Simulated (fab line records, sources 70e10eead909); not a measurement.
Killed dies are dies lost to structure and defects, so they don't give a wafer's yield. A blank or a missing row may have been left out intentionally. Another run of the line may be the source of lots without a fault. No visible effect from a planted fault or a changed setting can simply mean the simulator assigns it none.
Which tool is to blame?    flow nand_harc    Sampling: 24 lots, 72 wafers, 6 of 1302 route steps

== WHAT THE GAUGES SHOWED, per wafer ==
The record lacks any reading of a measuring or inspecting step that a usual standard deviation could be used to judge.

== EACH LOT AND THE TOOL THAT RAN IT (in order: tool; ch and the chambers of the sampled wafers; start) ==
lot   NHARC_A_STAIRCASE_ETCH_21                      NHARC_A_STAIRCASE_ETCH_192                     NHARC_A_STAIRCASE_TRIM_222                     NHARC_A_STAIRCASE_ETCH_223                     NHARC_A_STAIRCASE_TRIM_235                     NHARC_A_STAIRCASE_STRIP_238
L075  rie_diel-10 ch 0,1, day 16 17:37 or earlier    rie_diel-07 ch 0,2,3, day 16 17:37 or earlier  rie_diel-07 ch 0,1,3, day 16 17:37 or earlier  rie_diel-07 ch 2,3, day 16 17:37 or earlier    rie_diel-10 ch 2,3, day 16 17:37 or earlier    plasma_asher-02 ch 0,1, day 16 17:37
L074  rie_diel-07 ch 1,2,3, day 16 19:56 or earlier  rie_diel-02 ch 1,2,3, day 16 19:56 or earlier  rie_diel-07 ch 0,3, day 16 19:56 or earlier    rie_diel-07 ch 0,2, day 16 19:56 or earlier    rie_diel-10 ch 0,2, day 16 19:56 or earlier    plasma_asher-01 ch 0, day 16 19:56
L077  rie_diel-02 ch 0,2,3, day 16 23:38 or earlier  rie_diel-10 ch 0,1,2, day 16 23:38 or earlier  rie_diel-10 ch 0,1,2, day 16 23:38 or earlier  rie_diel-10 ch 0,2,3, day 16 23:38 or earlier  rie_diel-07 ch 0,1, day 16 23:38 or earlier    plasma_asher-02 ch 0,1, day 16 23:38
L076  rie_diel-02 ch 0,1,2, day 17 01:52 or earlier  rie_diel-10 ch 0,1,2, day 17 01:52 or earlier  rie_diel-07 ch 0,1,2, day 17 01:52 or earlier  rie_diel-07 ch 1,3, day 17 01:52 or earlier    rie_diel-02 ch 1,2, day 17 01:52 or earlier    plasma_asher-01 ch 0,1, day 17 01:52
L079  rie_diel-02 ch 0,2, day 18 05:40 or earlier    rie_diel-07 ch 0,1, day 18 05:40 or earlier    rie_diel-07 ch 1,2,3, day 18 05:40 or earlier  rie_diel-07 ch 0,1,3, day 18 05:40 or earlier  rie_diel-07 ch 0,1,3, day 18 05:40 or earlier  plasma_asher-01 ch 0, day 18 05:40
L078  rie_diel-07 ch 0,3, day 18 06:29 or earlier    rie_diel-07 ch 0,2,3, day 18 06:29 or earlier  rie_diel-10 ch 0,1,3, day 18 06:29 or earlier  rie_diel-10 ch 0,3, day 18 06:29 or earlier    rie_diel-02 ch 0,1, day 18 06:29 or earlier    plasma_asher-01 ch 0,1, day 18 06:29
L080  rie_diel-10 ch 1,2,3, day 18 17:12 or earlier  rie_diel-10 ch 0,2,3, day 18 17:12 or earlier  rie_diel-02 ch 1,2,3, day 18 17:12 or earlier  rie_diel-02 ch 1,2,3, day 18 17:12 or earlier  rie_diel-07 ch 1,2,3, day 18 17:12 or earlier  plasma_asher-01 ch 0,1, day 18 17:12
L081  rie_diel-02 ch 0,2,3, day 18 19:15 or earlier  rie_diel-07 ch 0,3, day 18 19:15 or earlier    rie_diel-07 ch 0,2,3, day 18 19:15 or earlier  rie_diel-07 ch 2,3, day 18 19:15 or earlier    rie_diel-02 ch 1,2,3, day 18 19:15 or earlier  plasma_asher-01 ch 0,1, day 18 19:15
L082  rie_diel-07 ch 0,2,3, day 19 23:20 or earlier  rie_diel-10 ch 0,2,3, day 19 23:20 or earlier  rie_diel-10 ch 0,1,2, day 19 23:20 or earlier  rie_diel-10 ch 1,2,3, day 19 23:20 or earlier  rie_diel-10 ch 0,1,2, day 19 23:20 or earlier  plasma_asher-02 ch 0,1, day 19 23:20
L083  rie_diel-02 ch 1,2,3, day 20 09:53 or earlier  rie_diel-10 ch 0,1,3, day 20 09:53 or earlier  rie_diel-02 ch 0,1,3, day 20 09:53 or earlier  rie_diel-02 ch 0,1,3, day 20 09:53 or earlier  rie_diel-02 ch 0,1,2, day 20 09:53 or earlier  plasma_asher-02 ch 0,1, day 20 09:53
L084  rie_diel-07 ch 1,2, day 20 15:58 or earlier    rie_diel-02 ch 1,3, day 20 15:58 or earlier    rie_diel-10 ch 0,1,3, day 20 15:58 or earlier  rie_diel-10 ch 0,1,3, day 20 15:58 or earlier  rie_diel-07 ch 1,3, day 20 15:58 or earlier    plasma_asher-01 ch 0,1, day 20 15:58
L085  rie_diel-02 ch 0,2,3, day 20 14:31 or earlier  rie_diel-02 ch 1,2,3, day 20 14:31 or earlier  rie_diel-10 ch 0,1,2, day 20 14:31 or earlier  rie_diel-10 ch 0,1,2, day 20 14:31 or earlier  rie_diel-07 ch 0,1,3, day 20 14:31 or earlier  plasma_asher-01 ch 0,1, day 20 14:31
L086  rie_diel-02 ch 0,3, day 21 05:37 or earlier    rie_diel-02 ch 0,3, day 21 05:37 or earlier    rie_diel-02 ch 0,2,3, day 21 05:37 or earlier  rie_diel-02 ch 0,2,3, day 21 05:37 or earlier  rie_diel-07 ch 0,1, day 21 05:37 or earlier    plasma_asher-02 ch 0,1, day 21 05:37
L087  rie_diel-10 ch 0,1,3, day 21 14:20 or earlier  rie_diel-07 ch 1,2, day 21 14:20 or earlier    rie_diel-07 ch 0,1,3, day 21 14:20 or earlier  rie_diel-07 ch 0,1,3, day 21 14:20 or earlier  rie_diel-07 ch 1,2, day 21 14:20 or earlier    plasma_asher-02 ch 0,1, day 21 14:20
L089  rie_diel-10 ch 0,1,3, day 22 09:46 or earlier  rie_diel-07 ch 1,2,3, day 22 09:46 or earlier  rie_diel-10 ch 0,2,3, day 22 09:46 or earlier  rie_diel-10 ch 0,2, day 22 09:46 or earlier    rie_diel-10 ch 1,2, day 22 09:46 or earlier    plasma_asher-02 ch 0,1, day 22 09:46
L088  rie_diel-02 ch 0,2,3, day 22 11:08 or earlier  rie_diel-02 ch 1,2, day 22 11:08 or earlier    rie_diel-07 ch 1,2,3, day 22 11:08 or earlier  rie_diel-07 ch 1,3, day 22 11:08 or earlier    rie_diel-10 ch 1,2, day 22 11:08 or earlier    plasma_asher-01 ch 0,1, day 22 11:08
L090  rie_diel-02 ch 0,3, day 23 09:59 or earlier    rie_diel-10 ch 1,2, day 23 09:59 or earlier    rie_diel-07 ch 0,2, day 23 09:59 or earlier    rie_diel-07 ch 0,1,2, day 23 09:59 or earlier  rie_diel-10 ch 0,1, day 23 09:59 or earlier    plasma_asher-01 ch 0,1, day 23 09:59
L091  rie_diel-07 ch 1,2,3, day 23 19:52 or earlier  rie_diel-10 ch 0,1,2, day 23 19:52 or earlier  rie_diel-02 ch 0,1,3, day 23 19:52 or earlier  rie_diel-02 ch 0,1,3, day 23 19:52 or earlier  rie_diel-10 ch 0,1,2, day 23 19:52 or earlier  plasma_asher-02 ch 0,1, day 23 19:52
L092  rie_diel-07 ch 1,2,3, day 24 03:29 or earlier  rie_diel-10 ch 0,2,3, day 24 03:29 or earlier  rie_diel-07 ch 0,1,3, day 24 03:29 or earlier  rie_diel-07 ch 0,2,3, day 24 03:29 or earlier  rie_diel-02 ch 0,1,3, day 24 03:29 or earlier  plasma_asher-02 ch 0,1, day 24 03:29
L093  rie_diel-07 ch 0,2,3, day 24 06:11 or earlier  rie_diel-02 ch 0,1,3, day 24 06:11 or earlier  rie_diel-07 ch 1,2,3, day 24 06:11 or earlier  rie_diel-07 ch 0,2,3, day 24 06:11 or earlier  rie_diel-07 ch 1,2,3, day 24 06:11 or earlier  plasma_asher-02 ch 0,1, day 24 06:11
L094  rie_diel-10 ch 0,1,2, day 24 14:40 or earlier  rie_diel-02 ch 0,1,3, day 24 14:40 or earlier  rie_diel-02 ch 1,3, day 24 14:40 or earlier    rie_diel-02 ch 0,1, day 24 14:40 or earlier    rie_diel-02 ch 0,1, day 24 14:40 or earlier    plasma_asher-02 ch 0,1, day 24 14:40
L095  rie_diel-10 ch 0,2, day 25 13:49 or earlier    rie_diel-07 ch 0,1,3, day 25 13:49 or earlier  rie_diel-02 ch 1,2, day 25 13:49 or earlier    rie_diel-02 ch 1,2,3, day 25 13:49 or earlier  rie_diel-10 ch 0,3, day 25 13:49 or earlier    plasma_asher-01 ch 0,1, day 25 13:49
L097  rie_diel-10 ch 1,2, day 25 15:37 or earlier    rie_diel-02 ch 0,1,2, day 25 15:37 or earlier  rie_diel-10 ch 1,2,3, day 25 15:37 or earlier  rie_diel-10 ch 0,2,3, day 25 15:37 or earlier  rie_diel-02 ch 0,3, day 25 15:37 or earlier    plasma_asher-01 ch 0,1, day 25 15:37
L096  rie_diel-02 ch 1,2, day 25 15:27 or earlier    rie_diel-10 ch 0,1, day 25 15:27 or earlier    rie_diel-02 ch 0,1,2, day 25 15:27 or earlier  rie_diel-02 ch 0,1,3, day 25 15:27 or earlier  rie_diel-07 ch 1,3, day 25 15:27 or earlier    plasma_asher-02 ch 0,1, day 25 15:27
- NHARC_A_STAIRCASE_ETCH_21: etches the open film in C4F8/O2, target depth 100 nm, time 40.5 s.
- NHARC_A_STAIRCASE_ETCH_192: etches the open film in C4F8/O2, target depth 100 nm, time 40.5 s.
- NHARC_A_STAIRCASE_TRIM_222: chemistry O2, time 211.2 s.
- NHARC_A_STAIRCASE_ETCH_223: etches the open film in C4F8/O2, target depth 100 nm, time 40.5 s.
- NHARC_A_STAIRCASE_TRIM_235: chemistry O2, time 211.2 s.
- NHARC_A_STAIRCASE_STRIP_238: strips in O2.

== WHAT THE TOOLS THEMSELVES READ (means of the sampled wafers that have a number; where no wafer has one, the mark that the record gives instead) ==
NHARC_A_STAIRCASE_ETCH_21.
lot   tool         bias_w (W)  oes_product_au (a.u.)  rf_vpp_V (V)
L075  rie_diel-10  999.6       0.960                  899
L074  rie_diel-07  1001.3      0.943                  895
L077  rie_diel-02  997.4       0.946                  900
L076  rie_diel-02  1004.3      0.946                  900
L079  rie_diel-02  1001.1      0.946                  897
L078  rie_diel-07  1001.0      0.935                  893
L080  rie_diel-10  999.4       0.948                  890
L081  rie_diel-02  999.7       0.960                  900
L082  rie_diel-07  1001.1      0.976                  892
L083  rie_diel-02  1000.6      0.943                  901
L084  rie_diel-07  1000.6      0.944                  893
L085  rie_diel-02  1000.9      0.928                  899
L086  rie_diel-02  997.0       0.953                  902
L087  rie_diel-10  1000.2      0.960                  894
L089  rie_diel-10  997.1       0.960                  894
L088  rie_diel-02  998.6       0.921                  899
L090  rie_diel-02  999.6       0.955                  902
L091  rie_diel-07  1000.1      0.957                  893
L092  rie_diel-07  998.5       0.940                  894
L093  rie_diel-07  997.5       0.935                  891
L094  rie_diel-10  1003.1      0.961                  894
L095  rie_diel-10  999.1       0.947                  895
L097  rie_diel-10  999.6       0.982                  889
L096  rie_diel-02  997.6       0.939                  900

NHARC_A_STAIRCASE_ETCH_192.
lot   tool         bias_w (W)  oes_product_au (a.u.)  rf_vpp_V (V)
L075  rie_diel-07  1000.3      0.951                  892
L074  rie_diel-02  1002.2      0.944                  901
L077  rie_diel-10  1001.5      0.959                  894
L076  rie_diel-10  997.9       0.966                  894
L079  rie_diel-07  1000.9      0.941                  895
L078  rie_diel-07  1001.7      0.939                  892
L080  rie_diel-10  1003.4      0.951                  895
L081  rie_diel-07  998.8       0.932                  892
L082  rie_diel-10  997.0       0.948                  895
L083  rie_diel-10  1001.0      0.948                  894
L084  rie_diel-02  998.6       0.931                  903
L085  rie_diel-02  1001.0      0.926                  900
L086  rie_diel-02  998.4       0.929                  901
L087  rie_diel-07  999.4       0.946                  891
L089  rie_diel-07  997.7       0.930                  895
L088  rie_diel-02  998.4       0.937                  897
L090  rie_diel-10  1002.6      0.939                  889
L091  rie_diel-10  1002.8      0.947                  894
L092  rie_diel-10  998.3       0.959                  896
L093  rie_diel-02  1000.4      0.930                  901
L094  rie_diel-02  998.1       0.938                  902
L095  rie_diel-07  999.4       0.932                  894
L097  rie_diel-02  1001.5      0.951                  899
L096  rie_diel-10  997.4       0.950                  892

NHARC_A_STAIRCASE_TRIM_222.
lot   tool         drypump_motor_current_A (A)  oes_product_au (a.u.)  rf_vpp_V (V)  showerhead_plenum_p_Torr (Torr)  throttle_valve_pct (%)
L075  rie_diel-07  5.9                          1.004                  56.9          3.50                             17.039
L074  rie_diel-07  5.9                          1.006                  58.5          3.44                             17.039
L077  rie_diel-10  5.6                          1.019                  58.1          3.50                             17.043
L076  rie_diel-07  5.8                          0.995                  57.4          3.41                             17.039
L079  rie_diel-07  6.0                          1.007                  57.4          3.48                             17.036
L078  rie_diel-10  5.7                          1.006                  56.4          3.49                             17.042
L080  rie_diel-02  5.5                          0.994                  58.2          3.66                             17.031
L081  rie_diel-07  6.0                          0.996                  57.4          3.42                             17.032
L082  rie_diel-10  5.6                          1.003                  57.0          3.49                             17.029
L083  rie_diel-02  5.3                          0.997                  58.6          3.70                             17.042
L084  rie_diel-10  5.7                          1.005                  57.6          3.49                             17.039
L085  rie_diel-10  5.6                          0.992                  57.8          3.48                             17.037
L086  rie_diel-02  5.5                          0.987                  58.0          3.61                             17.039
L087  rie_diel-07  5.9                          0.988                  58.8          3.47                             17.028
L089  rie_diel-10  5.2                          1.004                  56.9          3.51                             17.034
L088  rie_diel-07  6.0                          0.989                  57.9          3.46                             17.034
L090  rie_diel-07  5.9                          1.008                  57.8          3.32                             17.030
L091  rie_diel-02  5.3                          0.997                  58.4          3.68                             17.045
L092  rie_diel-07  5.9                          0.994                  58.1          3.47                             17.048
L093  rie_diel-07  6.0                          0.993                  58.2          3.45                             17.041
L094  rie_diel-02  5.2                          0.982                  57.9          3.72                             17.043
L095  rie_diel-02  5.5                          0.999                  58.1          3.63                             17.045
L097  rie_diel-10  5.3                          1.001                  57.7          3.34                             17.038
L096  rie_diel-02  5.5                          1.000                  57.9          3.59                             17.044

NHARC_A_STAIRCASE_ETCH_223.
lot   tool         bias_w (W)  oes_product_au (a.u.)  rf_vpp_V (V)
L075  rie_diel-07  1001.7      0.961                  894
L074  rie_diel-07  999.8       0.942                  889
L077  rie_diel-10  999.1       0.959                  895
L076  rie_diel-07  1002.6      0.940                  898
L079  rie_diel-07  999.7       0.938                  895
L078  rie_diel-10  999.9       0.948                  900
L080  rie_diel-02  999.7       0.934                  902
L081  rie_diel-07  1000.6      0.930                  894
L082  rie_diel-10  1000.1      0.938                  890
L083  rie_diel-02  1003.8      0.940                  902
L084  rie_diel-10  1000.9      0.947                  895
L085  rie_diel-10  1000.2      0.950                  893
L086  rie_diel-02  1000.6      0.922                  899
L087  rie_diel-07  999.6       0.928                  894
L089  rie_diel-10  999.6       0.943                  900
L088  rie_diel-07  998.9       0.923                  897
L090  rie_diel-07  1002.3      0.929                  890
L091  rie_diel-02  997.0       0.946                  902
L092  rie_diel-07  1000.9      0.934                  891
L093  rie_diel-07  999.8       0.933                  891
L094  rie_diel-02  998.9       0.941                  902
L095  rie_diel-02  999.5       0.954                  900
L097  rie_diel-10  1001.6      0.945                  894
L096  rie_diel-02  997.3       0.927                  901

NHARC_A_STAIRCASE_TRIM_235.
lot   tool         drypump_motor_current_A (A)  oes_product_au (a.u.)  rf_vpp_V (V)  showerhead_plenum_p_Torr (Torr)  throttle_valve_pct (%)
L075  rie_diel-10  4.9                          1.005                  57.6          3.41                             17.040
L074  rie_diel-10  5.6                          1.021                  58.1          3.66                             17.042
L077  rie_diel-07  5.8                          0.997                  57.7          3.43                             17.031
L076  rie_diel-02  5.8                          0.989                  57.5          3.57                             17.035
L079  rie_diel-07  6.0                          0.997                  58.1          3.49                             17.041
L078  rie_diel-02  5.3                          1.009                  58.0          3.70                             17.047
L080  rie_diel-07  6.0                          0.999                  57.6          3.47                             17.029
L081  rie_diel-02  5.5                          0.981                  58.3          3.66                             17.042
L082  rie_diel-10  5.6                          1.008                  57.8          3.49                             17.035
L083  rie_diel-02  5.5                          0.999                  57.9          3.61                             17.038
L084  rie_diel-07  6.1                          0.998                  57.5          3.55                             17.041
L085  rie_diel-07  6.0                          1.000                  58.4          3.48                             17.029
L086  rie_diel-07  5.8                          0.990                  57.3          3.41                             17.043
L087  rie_diel-07  5.8                          0.994                  58.3          3.45                             17.040
L089  rie_diel-10  5.2                          1.008                  56.5          3.36                             17.035
L088  rie_diel-10  5.2                          1.012                  57.5          3.36                             17.037
L090  rie_diel-10  6.0                          1.006                  57.6          3.60                             17.041
L091  rie_diel-10  5.6                          1.010                  57.7          3.47                             17.031
L092  rie_diel-02  5.3                          0.989                  58.3          3.68                             17.033
L093  rie_diel-07  6.0                          0.999                  57.7          3.45                             17.040
L094  rie_diel-02  5.2                          1.000                  58.4          3.67                             17.033
L095  rie_diel-10  5.7                          1.009                  57.9          3.61                             17.037
L097  rie_diel-02  5.3                          0.998                  58.7          3.64                             17.042
L096  rie_diel-07  6.1                          0.983                  57.6          3.53                             17.033

NHARC_A_STAIRCASE_STRIP_238.
lot   tool             drypump_motor_current_A (A)  heater_power_w (W)
L075  plasma_asher-02  5.58                         334
L074  plasma_asher-01  5.94                         360
L077  plasma_asher-02  5.70                         323
L076  plasma_asher-01  6.05                         289
L079  plasma_asher-01  5.97                         362
L078  plasma_asher-01  6.04                         288
L080  plasma_asher-01  6.05                         287
L081  plasma_asher-01  6.05                         295
L082  plasma_asher-02  5.70                         325
L083  plasma_asher-02  5.57                         329
L084  plasma_asher-01  6.02                         327
L085  plasma_asher-01  5.99                         326
L086  plasma_asher-02  5.68                         323
L087  plasma_asher-02  5.59                         332
L089  plasma_asher-02  5.57                         330
L088  plasma_asher-01  6.00                         327
L090  plasma_asher-01  6.04                         292
L091  plasma_asher-02  5.58                         332
L092  plasma_asher-02  5.70                         324
L093  plasma_asher-02  5.58                         325
L094  plasma_asher-02  5.57                         328
L095  plasma_asher-01  6.01                         329
L097  plasma_asher-01  6.07                         300
L096  plasma_asher-02  5.57                         326

== THE ANSWER, worked out from the rows above alone ==
Rule: usual is defined by the lots themselves. Put in order of their means at a reading, lots are off if they are a third of the lots or fewer, leave a main group of 4 or more, and stand apart from it by a gap of 3 or more times the standard deviation of the main group's means; of several such gaps the widest counts. A main group is skipped when, at the precision printed for the reading in the tables above, its means are all equal. Also off: a lot with no number at a reading for which 4 or more lots have one. All remaining lots with rows at the step are treated as sound. After the gauges, taken in route order, come the tools' own readings; for these a lot's mean is taken, as printed above. At the first step where some lot is off, the reading lying furthest off is the one used; lots without a number count as furthest.
Nothing can be told from this: no lot is off at any reading shown.

== WHAT THE SIMULATOR PUT IN ==
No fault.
